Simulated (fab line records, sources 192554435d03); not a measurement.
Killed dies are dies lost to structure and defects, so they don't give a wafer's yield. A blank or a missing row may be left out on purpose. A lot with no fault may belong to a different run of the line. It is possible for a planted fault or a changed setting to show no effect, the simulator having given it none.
fab line records	flow n5Finfet	part 1 of 2: steps 1 to 22 of 31
record lots=5	wafers=15	lastDay=19
route steps=1938 shown BEOL_M3@978
lots untouched by any fault: they come from a run of this same line in which no faults occurred
startH: hours from the record's opening day to when the first of the lot's shown wafers began	waitH: hours elapsed since this lot's preceding step	" the same as in the row above	L1.1+2: a row that stands for several wafers	- no value, or no start was given	* or withheld: withheld	< > ~ a bound
route shown NAME@n: a module of which the file shows steps, and the number in the route of the first	usual: mean/standard deviation of fault-free wafers	same: alike in all rows	chamber/n: place in a boat	sites: per-site readings	_std_site: how widely they spread, as a standard deviation	_edge_site: mean of outer sites minus mean of inner sites	radiusMm: how far each site lies from the wafer's centre	mask NAME#n: copy n	behind: the most recent tool/chamber to have shaped the wafer	hold: cause of the lot's hold/its duration in hours/its outcome	device: the n, p or np transistor that did not switch	end of line: tests of these same wafers at the route's end	a step without rows: its recipe alone	killed: not the wafer's yield, but the dies lost to structure and defects at the first sort	map: a wafer's dies, x killed, . not, _ none there
set.NAME: the setting that was run; set.NAME@STEP: the one run at that earlier step	model.NAME: the simulator's own value behind a step, which no gauge read
lots at selected steps of the route; one table per step, one row per wafer
services: the hour from which a tool's chamber was out of use, counted from the record's first day as startH (under 0 if before that day), plus the number of hours and why
## steps
# step N5_BEOL_M3_STRIP_83
# recipe chemistry=C4F6/O2	resist=SiARC	rfFrequencyHz=6e+07
lot.wafer	tool	chamber	startH	waitH
L080.3+5+6	rieDiel-06	3,2,1	195.85	0.0
L081.1+2+4	rieDiel-01	0,3,1	198.77	0.0
L090.3+5+6	rieDiel-01	0,1,2	272.87	0.0
L093.3+4+5	rieDiel-02	0,2,3	306.83	0.0
L096.3+4+5	rieDiel-06	2,3,1	318.16	0.0
# step N5_BEOL_M3_STRIP_36
# recipe chemistry=N2/H2	powerW=450	tempC=40	pressureMtorr=20	rfFrequencyHz=6e+07	overashFraction=0.3	biasPowerW=7	h2Frac=0.5	n2FlowSccm=200	h2FlowSccm=200
# usual drypumpMotorCurrentA=6.1/0.47	oesProductAu=0.76/0.087	rfVppV=59.0/1.6	showerheadPlenumPTorr=2.50/0.11	throttleValvePct=23.8/0.33
lot.wafer	tool	chamber	startH	waitH	drypumpMotorCurrentA	oesProductAu	rfHoursCounterH	rfVppV	showerheadPlenumPTorr	throttleValvePct
L080.3	rieDiel-06	3	195.86	0.0	6.7	0.70	228	59.9	2.41	23.9
L080.5	"	2	"	"	5.6	0.72	-	58.6	2.63	23.8
L080.6	"	1	"	"	6.0	0.79	-	57.8	2.35	23.4
L081.1	rieDiel-01	0	198.78	0.0	5.9	0.73	200	58.3	2.51	24.1
L081.2	"	3	"	"	6.3	0.69	228	57.3	2.51	23.9
L081.4	"	1	"	"	5.6	0.69	215	59.2	2.51	24.0
L090.3	rieDiel-01	0	272.88	0.0	5.9	0.72	222	59.7	2.51	24.1
L090.5	"	1	"	"	5.6	0.68	-	59.6	2.50	24.0
L090.6	"	2	"	"	5.4	0.75	-	59.6	2.55	23.7
L093.3	rieDiel-02	0	306.84	0.0	6.8	0.88	41	57.4	2.68	23.3
L093.4	"	2	"	"	6.6	0.74	-	58.9	2.34	23.8
L093.5	"	3	"	"	6.2	0.68	-	56.5	2.41	24.3
L096.3	rieDiel-06	2	318.17	0.0	5.6	0.69	208	59.1	2.62	23.8
L096.4	"	3	"	"	6.7	0.96	9	58.2	2.72	23.7
L096.5	"	1	"	"	6.0	0.75	-	58.4	2.33	23.5
# step N5_BEOL_M3_TRENCH_ETCH_37
# recipe chemistry=C4F6/O2	targetDepthA=555.55	target=SiOC	timeS=29.2	ionEnergyEv=250	pressureMtorr=30	sourceW=355	biasW=185	Ar_flow_sccm=300	C4F6_flow_sccm=10	O2_flow_sccm=10
# usual drypumpMotorCurrentA=6.1/0.47	oesProductAu=0.76/0.087	rfVppV=667/7.7	showerheadPlenumPTorr=2.81/0.12	throttleValvePct=20.91/0.26
lot.wafer	tool	chamber	startH	waitH	drypumpMotorCurrentA	oesProductAu	rfHoursCounterH	rfVppV	showerheadPlenumPTorr	throttleValvePct
L080.3	rieDiel-06	3	-	-	6.6	0.69	228	658	2.67	20.92
L080.5	"	2	"	"	5.6	0.72	-	676	2.94	20.91
L080.6	"	1	"	"	6.0	0.79	-	679	2.65	20.72
L081.1	rieDiel-01	0	-	-	5.9	0.72	200	673	2.81	21.16
L081.2	"	3	"	"	6.3	0.68	228	655	2.82	20.93
L081.4	"	1	"	"	5.6	0.68	215	672	2.81	21.36
L090.3	rieDiel-01	0	-	-	5.9	0.71	222	671	2.80	21.19
L090.5	"	1	"	"	5.6	0.67	-	672	2.80	21.42
L090.6	"	2	"	"	5.4	0.75	-	675	2.86	20.88
L093.3	rieDiel-02	0	-	-	6.7	0.87	41	664	3.02	20.50
L093.4	"	2	"	"	6.6	0.75	-	660	2.64	21.00
L093.5	"	3	"	"	6.2	0.69	-	659	2.71	21.30
L096.3	rieDiel-06	2	-	-	5.6	0.69	208	676	2.92	20.97
L096.4	"	3	"	"	6.6	0.97	9	670	2.99	20.59
L096.5	"	1	"	"	6.0	0.76	-	679	2.63	20.79
# step N5_BEOL_M3_ETCH_41
# recipe chemistry=CH3F/O2	target=SiCN	targetDepthA=299	taperDeg=2	timeS=52.5	ionEnergyEv=120	maskMaterial=TiN	pressureMtorr=30	sourceW=395	biasW=75	Ar_flow_sccm=150	CH3F_flow_sccm=30	O2_flow_sccm=20
# usual drypumpMotorCurrentA=6.1/0.47	oesProductAu=0.76/0.087	rfVppV=296.7/2	showerheadPlenumPTorr=1.97/0.092	throttleValvePct=16.38/0.28
lot.wafer	tool	chamber	startH	waitH	drypumpMotorCurrentA	oesProductAu	rfHoursCounterH	rfVppV	showerheadPlenumPTorr	throttleValvePct
L080.3	rieDiel-06	3	-	-	6.7	0.69	228	295.2	1.87	16.48
L080.5	"	2	"	"	5.6	0.72	-	299.0	2.07	16.39
L080.6	"	1	"	"	6.0	0.79	-	294.2	1.85	16.18
L081.1	rieDiel-01	0	-	-	5.9	0.72	200	296.6	1.97	16.65
L081.2	"	3	"	"	6.3	0.68	228	298.2	1.98	16.44
L081.4	"	1	"	"	5.5	0.70	215	295.8	1.97	16.86
L090.3	rieDiel-01	0	-	-	5.9	0.70	222	296.8	1.97	16.69
L090.5	"	1	"	"	5.6	0.68	-	295.5	1.97	16.90
L090.6	"	2	"	"	5.4	0.75	-	296.3	2.01	16.31
L093.3	rieDiel-02	0	-	-	6.8	0.87	41	298.2	2.13	15.92
L093.4	"	2	"	"	6.6	0.76	-	293.1	1.85	16.45
L093.5	"	3	"	"	6.2	0.69	-	295.6	1.90	16.78
L096.3	rieDiel-06	2	-	-	5.6	0.69	208	298.5	2.06	16.45
L096.4	"	3	"	"	6.7	0.97	9	300.1	2.11	16.06
L096.5	"	1	"	"	6.0	0.75	-	293.4	1.84	16.26
# step N5_BEOL_M3_STRIP_97
# recipe chemistry=N2/H2	timeS=10	powerW=450	tempC=40	pressureMtorr=20	rfFrequencyHz=6e+07	biasPowerW=7	n2FlowSccm=200	h2FlowSccm=200
# usual drypumpMotorCurrentA=6.1/0.46	oesProductAu=0.76/0.088	rfVppV=59.0/0.94	showerheadPlenumPTorr=2.50/0.11	throttleValvePct=23.8/0.33
lot.wafer	tool	chamber	startH	waitH	drypumpMotorCurrentA	oesProductAu	rfHoursCounterH	rfVppV	showerheadPlenumPTorr	throttleValvePct
L080.3	rieDiel-06	3	-	-	6.7	0.70	228	58.4	2.41	24.0
L080.5	"	2	"	"	5.6	0.72	-	60.3	2.63	23.8
L080.6	"	1	"	"	6.0	0.79	-	60.2	2.35	23.4
L081.1	rieDiel-01	0	-	-	5.9	0.73	200	58.6	2.51	24.1
L081.2	"	3	"	"	6.3	0.69	228	59.7	2.51	23.9
L081.4	"	1	"	"	5.6	0.69	215	60.5	2.51	24.0
L090.3	rieDiel-01	0	-	-	5.9	0.72	222	58.7	2.50	24.1
L090.5	"	1	"	"	5.6	0.68	-	60.9	2.50	24.1
L090.6	"	2	"	"	5.4	0.75	-	58.8	2.55	23.7
L093.3	rieDiel-02	0	-	-	6.8	0.88	41	59.0	2.68	23.3
L093.4	"	2	"	"	6.6	0.74	-	57.5	2.34	23.8
L093.5	"	3	"	"	6.2	0.69	-	59.0	2.41	24.3
L096.3	rieDiel-06	2	-	-	5.6	0.69	208	61.1	2.62	23.8
L096.4	"	3	"	"	6.6	0.97	9	58.9	2.72	23.7
L096.5	"	1	"	"	6.0	0.75	-	59.4	2.33	23.5
# step N5_BEOL_M3_OCD_MEAS_38
# usual trenchDepthNm=54.7/0.85
lot.wafer	tool	chamber	startH	waitH	trenchDepthNm
L080.3	ocd-01	-	196.06	-	53.2
L080.5	"	-	"	"	52.8
L080.6	"	-	"	"	55.4
L081.1	ocd-02	-	198.97	-	54.9
L081.2	"	-	"	"	53.8
L081.4	"	-	"	"	53.8
L090.3	ocd-01	-	273.08	-	55.6
L090.5	"	-	"	"	54.0
L090.6	"	-	"	"	54.8
L093.3	ocd-01	-	307.04	-	55.3
L093.4	"	-	"	"	54.8
L093.5	"	-	"	"	52.7
L096.3	ocd-01	-	318.37	-	53.3
L096.4	"	-	"	"	55.9
L096.5	"	-	"	"	55.7
# step N5_BEOL_M3_HM_STRIP_39
# recipe chemistry=peroxideTinStrip	material=TiN	targetDepthA=250	tempC=50	timeS=158
# usual bathHeatDutyPct=7.2/1.1
lot.wafer	tool	chamber	startH	waitH	bathHeatDutyPct
L080.3	wetBench-01	6	196.09	0.0	6.5
L080.5	"	3	"	"	7.2
L080.6	"	0	"	"	5.9
L081.1	wetBench-05	7	199.01	0.0	6.8
L081.2	"	3	"	"	8.6
L081.4	"	2	"	"	8.7
L090.3	wetBench-01	5	273.11	0.0	5.2
L090.5	"	4	"	"	7.1
L090.6	"	7	"	"	6.6
L093.3	wetBench-05	1	307.07	0.0	5.0
L093.4	"	2	"	"	7.1
L093.5	"	0	"	"	7.0
L096.3	wetBench-01	2	318.39	0.0	7.9
L096.4	"	1	"	"	8.2
L096.5	"	4	"	"	7.7
# step N5_BEOL_M3_SRD_40
# recipe timeS=30	tempC=23	rinseLiquid=diw	dry=ipaMarangoni
# usual bathHeatDutyPct=3.7/0.58
lot.wafer	tool	chamber	startH	waitH	bathHeatDutyPct
L080.3	wetBench-01	6	196.13	0.0	3.3
L080.5	"	3	"	"	4.0
L080.6	"	0	"	"	3.2
L081.1	wetBench-05	7	199.05	0.0	3.5
L081.2	"	3	"	"	5.2
L081.4	"	2	"	"	3.8
L090.3	wetBench-01	5	273.16	0.0	2.8
L090.5	"	4	"	"	4.2
L090.6	"	7	"	"	3.8
L093.3	wetBench-05	1	307.12	0.0	2.9
L093.4	"	2	"	"	3.9
L093.5	"	0	"	"	3.9
L096.3	wetBench-01	2	318.44	0.0	4.3
L096.4	"	1	"	"	4.8
L096.5	"	4	"	"	4.3
# step N5_BEOL_M3_PRECLEAN_42
# recipe chemistry=residueRemover	timeS=60	tempC=40
# usual bathHeatDutyPct=4.6/0.74
lot.wafer	tool	chamber	startH	waitH	bathHeatDutyPct
L080.3	wetBench-01	6	196.15	0.0	5.2
L080.5	"	3	"	"	4.7
L080.6	"	0	"	"	4.1
L081.1	wetBench-05	7	199.07	0.0	4.0
L081.2	"	3	"	"	5.8
L081.4	"	2	"	"	4.6
L090.3	wetBench-01	5	273.17	0.0	2.8
L090.5	"	4	"	"	5.6
L090.6	"	7	"	"	4.4
L093.3	wetBench-05	1	307.13	0.0	4.6
L093.4	"	2	"	"	4.5
L093.5	"	0	"	"	5.1
L096.3	wetBench-01	2	318.46	0.0	4.7
L096.4	"	1	"	"	5.7
L096.5	"	4	"	"	4.1
# step N5_BEOL_M3_SRD_43
# recipe timeS=30	tempC=23	rinseLiquid=diw	dry=ipaMarangoni
# usual bathHeatDutyPct=3.7/0.67
lot.wafer	tool	chamber	startH	waitH	bathHeatDutyPct
L080.3	wetBench-01	6	196.17	0.0	4.0
L080.5	"	3	"	"	3.2
L080.6	"	0	"	"	2.8
L081.1	wetBench-05	7	199.09	0.0	2.8
L081.2	"	3	"	"	5.1
L081.4	"	2	"	"	3.6
L090.3	wetBench-01	5	273.19	0.0	2.4
L090.5	"	4	"	"	3.1
L090.6	"	7	"	"	3.3
L093.3	wetBench-05	1	307.15	0.0	3.1
L093.4	"	2	"	"	4.1
L093.5	"	0	"	"	3.0
L096.3	wetBench-01	2	318.47	0.0	5.0
L096.4	"	1	"	"	3.8
L096.5	"	4	"	"	3.5
# step N5_BEOL_M3_CD_MEAS_35
# recipe targetCdNm=18	targetCdYNm=21	polarity=opening
# usual cdNm=17.8/0.34
lot.wafer	tool	chamber	startH	waitH	cdNm
L080.3	cdSem-03	-	196.21	0.0	18.3
L080.5	"	-	"	"	17.7
L080.6	"	-	"	"	17.7
L081.1	cdSem-01	-	199.13	0.0	17.3
L081.2	"	-	"	"	18.0
L081.4	"	-	"	"	18.2
L090.3	cdSem-01	-	273.23	0.0	17.7
L090.5	"	-	"	"	17.6
L090.6	"	-	"	"	17.2
L093.3	cdSem-02	-	307.19	0.0	17.9
L093.4	"	-	"	"	16.9
L093.5	"	-	"	"	17.9
L096.3	cdSem-02	-	318.52	0.0	18.1
L096.4	"	-	"	"	17.5
L096.5	"	-	"	"	17.9
# step N5_BEOL_M3_DEGAS_44
# recipe ambient=vacuum	tempC=250	timeS=60
# usual heaterPowerW=350/29
lot.wafer	tool	chamber	startH	waitH	heaterPowerW
L080.3	pvdSputter-02	-	196.50	0.3	325
L080.5	"	-	"	"	325
L080.6	"	-	"	"	363
L081.1	pvdSputter-03	-	199.27	0.1	336
L081.2	"	-	"	"	292
L081.4	"	-	"	"	378
L090.3	pvdSputter-03	-	273.55	0.3	283
L090.5	"	-	"	"	342
L090.6	"	-	"	"	349
L093.3	pvdSputter-02	-	307.49	0.3	330
L093.4	"	-	"	"	375
L093.5	"	-	"	"	324
L096.3	pvdSputter-03	-	318.73	0.2	285
L096.4	"	-	"	"	353
L096.5	"	-	"	"	348
# step N5_BEOL_M3_PRE_CLEAN_45
# recipe gas=H2/He	timeS=30	tempC=250
# usual heaterPowerW=349/28
lot.wafer	tool	chamber	startH	waitH	heaterPowerW
L080.3	pvdSputter-02	-	196.54	0.0	314
L080.5	"	-	"	"	319
L080.6	"	-	"	"	370
L081.1	pvdSputter-03	-	199.31	0.0	341
L081.2	"	-	"	"	285
L081.4	"	-	"	"	370
L090.3	pvdSputter-03	-	273.59	0.0	289
L090.5	"	-	"	"	346
L090.6	"	-	"	"	347
L093.3	pvdSputter-02	-	307.53	0.0	331
L093.4	"	-	"	"	370
L093.5	"	-	"	"	318
L096.3	pvdSputter-03	-	318.77	0.0	298
L096.4	"	-	"	"	358
L096.5	"	-	"	"	340
# step N5_BEOL_M3_ALD_84
# recipe material=TaN	targetThkA=*	tempC=275	aldPrecursorFamily=PDMAT	aldCoReactant=NH3	pressureTorr=3	carrierFlowSccm=1500	pulseTimeS=2	purgeTimeS=3	coReactantPurgeTimeS=2	coReactantPulseTimeS=3	aldCycles=30	precursorVesselTempC=75	precursorVesselPressureTorr=26.25	precursorVesselCarrierSccm=1000
# usual heaterPowerW=418/41	precursorVesselCarrierSccm=1000/3.2
lot.wafer	tool	chamber	startH	waitH	heaterPowerW	precursorVesselCarrierSccm
L080.3	aldMetal-02	2	196.62	0.1	389	1000
L080.5	"	2	"	"	390	1000
L080.6	"	3	"	"	413	999
L081.1	aldMetal-03	1	199.37	0.0	394	1003
L081.2	"	2	"	"	384	1004
L081.4	"	3	"	"	438	1012
L090.3	aldMetal-04	3	273.72	0.1	423	998
L090.5	"	2	"	"	450	996
L090.6	"	3	"	"	428	1000
L093.3	aldMetal-03	1	307.59	0.0	386	1000
L093.4	"	2	"	"	396	998
L093.5	"	0	"	"	480	999
L096.3	aldMetal-03	2	318.83	0.0	391	999
L096.4	"	0	"	"	491	998
L096.5	"	2	"	"	400	1002
# step N5_BEOL_M3_SURFACE_TREAT_85
# recipe gas=Ar	timeS=*	ionEnergyEv=*	ionCurrentMaCm2=0.5	pressureMtorr=*	arFlowSccm=30
# usual pressureMtorr=*	throttleValvePct=*
lot.wafer	tool	chamber	startH	waitH	pressureMtorr	throttleValvePct
L080.3	pvdSputter-01	-	196.86	0.1	*	*
L080.5	"	-	"	"	*	*
L080.6	"	-	"	"	*	*
L081.1	pvdSputter-03	-	199.67	0.2	*	*
L081.2	"	-	"	"	*	*
L081.4	"	-	"	"	*	*
L090.3	pvdSputter-03	-	273.96	0.1	*	*
L090.5	"	-	"	"	*	*
L090.6	"	-	"	"	*	*
L093.3	pvdSputter-01	-	307.88	0.2	*	*
L093.4	"	-	"	"	*	*
L093.5	"	-	"	"	*	*
L096.3	pvdSputter-02	-	319.34	0.4	*	*
L096.4	"	-	"	"	*	*
L096.5	"	-	"	"	*	*
# step N5_BEOL_M3_CVD_47
# recipe material=Co	targetThkA=30	tempC=withheld	precursor=CCTBA/H2	pressureTorr=30	timeS=223.8
lot.wafer	tool	chamber	startH	waitH
L080.3+5+6	cvdCo-02	2,2,0	197.03	0.2
L081.1+2+4	cvdCo-01	1,0,2	199.73	0.0
L090.3+5+6	cvdCo-01	0,2,0	274.27	0.3
L093.3+4+5	cvdCo-02	0,1,0	308.05	0.2
L096.3+4+5	cvdCo-02	2,0,2	320.19	0.8
# step N5_BEOL_M3_SPUTTER_48
# recipe material=Cu	targetThkA=45	tempC=-20	chamberPressurePa=0.07	powerW=withheld	timeS=8.29
# usual throttleValvePct=29.9/0.96
lot.wafer	tool	chamber	startH	waitH	throttleValvePct
L080.3	pvdSputter-03	-	197.29	0.2	29.7
L080.5	"	-	"	"	29.7
L080.6	"	-	"	"	29.6
L081.1	pvdSputter-02	-	201.10	1.3	29.3
L081.2	"	-	"	"	29.5
L081.4	"	-	"	"	30.7
L090.3	pvdSputter-02	-	274.77	0.4	30.4
L090.5	"	-	"	"	29.7
L090.6	"	-	"	"	30.4
L093.3	pvdSputter-01	-	308.22	0.1	28.9
L093.4	"	-	"	"	31.9
L093.5	"	-	"	"	29.0
L096.3	pvdSputter-03	-	320.35	0.1	29.6
L096.4	"	-	"	"	28.9
L096.5	"	-	"	"	29.5
# step N5_BEOL_M3_ANNEAL_49
# recipe tempC=400	timeS=240	ambient=vacuum
# usual heaterPowerW=865/71	susceptor_temp_C_max=401.1/0.41
lot.wafer	tool	chamber	startH	waitH	heaterPowerW	susceptor_temp_C_max
L080.3	pvdSputter-03	-	197.37	0.0	876	401.5
L080.5	"	-	"	"	892	401.4
L080.6	"	-	"	"	854	400.5
L081.1	pvdSputter-02	-	201.18	0.0	863	400.6
L081.2	"	-	"	"	940	400.4
L081.4	"	-	"	"	801	400.8
L090.3	pvdSputter-02	-	274.85	0.0	802	400.6
L090.5	"	-	"	"	919	400.3
L090.6	"	-	"	"	798	401.1
L093.3	pvdSputter-01	-	308.30	0.0	957	401.0
L093.4	"	-	"	"	937	401.5
L093.5	"	-	"	"	934	400.6
L096.3	pvdSputter-03	-	320.43	0.0	877	400.9
L096.4	"	-	"	"	955	400.8
L096.5	"	-	"	"	865	401.3
# step N5_BEOL_M3_SPUTTER_79
# recipe material=Cu	targetThkA=45	tempC=-20	chamberPressurePa=0.07	powerW=withheld	timeS=8.29
# usual throttleValvePct=29.9/0.98
lot.wafer	tool	chamber	startH	waitH	throttleValvePct
L080.3	pvdSputter-03	-	197.51	0.1	29.6
L080.5	"	-	"	"	29.8
L080.6	"	-	"	"	29.7
L081.1	pvdSputter-02	-	201.32	0.1	29.3
L081.2	"	-	"	"	29.5
L081.4	"	-	"	"	30.5
L090.3	pvdSputter-02	-	274.99	0.1	30.1
L090.5	"	-	"	"	29.4
L090.6	"	-	"	"	30.2
L093.3	pvdSputter-01	-	308.44	0.1	28.9
L093.4	"	-	"	"	32.0
L093.5	"	-	"	"	28.9
L096.3	pvdSputter-03	-	320.57	0.1	29.4
L096.4	"	-	"	"	28.4
L096.5	"	-	"	"	29.5
# step N5_BEOL_M3_ANNEAL_80
# recipe tempC=400	timeS=240	ambient=vacuum
# usual heaterPowerW=864/71	susceptor_temp_C_max=401.1/0.43
lot.wafer	tool	chamber	startH	waitH	heaterPowerW	susceptor_temp_C_max
L080.3	pvdSputter-03	-	197.59	0.0	858	401.4
L080.5	"	-	"	"	895	401.4
L080.6	"	-	"	"	868	401.4
L081.1	pvdSputter-02	-	201.40	0.0	884	400.8
L081.2	"	-	"	"	930	400.7
L081.4	"	-	"	"	825	400.7
L090.3	pvdSputter-02	-	275.07	0.0	815	400.7
L090.5	"	-	"	"	899	400.6
L090.6	"	-	"	"	801	401.0
L093.3	pvdSputter-01	-	308.52	0.0	946	400.5
L093.4	"	-	"	"	936	401.2
L093.5	"	-	"	"	948	400.8
L096.3	pvdSputter-03	-	320.65	0.0	852	401.1
L096.4	"	-	"	"	965	401.1
L096.5	"	-	"	"	893	400.7
# step N5_BEOL_M3_SPUTTER_81
# recipe material=Cu	targetThkA=45	tempC=-20	chamberPressurePa=0.07	powerW=withheld	timeS=8.29
# usual throttleValvePct=29.9/0.96
lot.wafer	tool	chamber	startH	waitH	throttleValvePct
L080.3	pvdSputter-03	-	197.73	0.1	29.6
L080.5	"	-	"	"	29.4
L080.6	"	-	"	"	29.6
L081.1	pvdSputter-02	-	201.54	0.1	29.4
L081.2	"	-	"	"	29.3
L081.4	"	-	"	"	30.7
L090.3	pvdSputter-02	-	275.21	0.1	30.0
L090.5	"	-	"	"	29.5
L090.6	"	-	"	"	30.7
L093.3	pvdSputter-01	-	308.66	0.1	29.0
L093.4	"	-	"	"	32.1
L093.5	"	-	"	"	29.0
L096.3	pvdSputter-03	-	320.79	0.1	29.7
L096.4	"	-	"	"	28.6
L096.5	"	-	"	"	29.3
# step N5_BEOL_M3_ANNEAL_82
# recipe tempC=400	timeS=240	ambient=vacuum
# usual heaterPowerW=866/71	susceptor_temp_C_max=401.1/0.4
lot.wafer	tool	chamber	startH	waitH	heaterPowerW	susceptor_temp_C_max
L080.3	pvdSputter-03	-	197.81	0.0	867	401.3
L080.5	"	-	"	"	869	400.9
L080.6	"	-	"	"	861	401.5
L081.1	pvdSputter-02	-	201.62	0.0	849	401.2
L081.2	"	-	"	"	906	401.0
L081.4	"	-	"	"	812	400.8
L090.3	pvdSputter-02	-	275.29	0.0	826	400.4
L090.5	"	-	"	"	926	400.6
L090.6	"	-	"	"	815	401.4
L093.3	pvdSputter-01	-	308.74	0.0	931	400.7
L093.4	"	-	"	"	942	402.9
L093.5	"	-	"	"	947	401.0
L096.3	pvdSputter-03	-	320.87	0.0	876	401.1
L096.4	"	-	"	"	948	401.1
L096.5	"	-	"	"	864	400.7
